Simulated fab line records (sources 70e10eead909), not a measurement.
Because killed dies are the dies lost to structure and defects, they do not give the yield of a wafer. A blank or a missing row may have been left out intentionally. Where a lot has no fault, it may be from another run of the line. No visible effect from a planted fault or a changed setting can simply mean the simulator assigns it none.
Matching of chambers | flow nand-harc | pecvd-01 running NHARC_A_M0_DEP_32: 3 sister chambers
The step deposits SiCN, target thk 30 nm. 14 wafers are shown with their chamber, then 7 later ones without.

## WAFERS WITH THEIR CHAMBER
wafer  | chamber | heater-power-w (W)
L314.1 | 2       | 667
L314.3 | 0       | 609
L314.6 | 1       | 795
L320.1 | 2       | 657
L320.3 | 0       | 543
L320.6 | 1       | 845
L323.1 | 2       | 697
L323.3 | 1       | 778
L323.4 | 1       | 770
L326.1 | 0       | 576
L326.5 | 1       | 759
L326.6 | 2       | 573
L330.2 | 0       | 675
L330.3 | 2       | 628

SIGNATURES (averages over the wafers above)
reading        | chamber 0 | chamber 1 | chamber 2 | scatter within a chamber
heater-power-w | 600.75    | 789.40    | 644.40    | 45.6
Rule: a wafer lies at a distance from a chamber equal to the root of the sum of squares, over the readings, of (its reading less the chamber's mean, divided by the reading's scatter). If the next closest chamber is less than 2 further off than the closest, the wafer can't be placed; otherwise it belongs to the closest. The scatter is the square root of a quotient: the sum, over the shown wafers, of each reading's squared deviation from its chamber's mean, divided by wafers minus chambers.

## WAFERS WITHOUT THEIR CHAMBER
wafer  | heater-power-w (W)
L330.4 | 618
L332.3 | 601
L332.5 | 576
L332.6 | 609
L336.1 | 670
L336.2 | 634
L336.3 | 572

## CHAMBER TAKEN BY EACH
wafer  | from the rows above     | in truth
L330.4 | can't be placed: 0 or 2 | 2
L332.3 | can't be placed: 0 or 2 | 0
L332.5 | can't be placed: 0 or 2 | 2
L332.6 | can't be placed: 0 or 2 | 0
L336.1 | can't be placed: 2 or 0 | 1
L336.2 | can't be placed: 2 or 0 | 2
L336.3 | can't be placed: 0 or 2 | 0
Correctly placed: 0 of 7. Can't be placed from these rows: 7 (the true chamber is among the candidates in 6). Placed wrongly: 0.
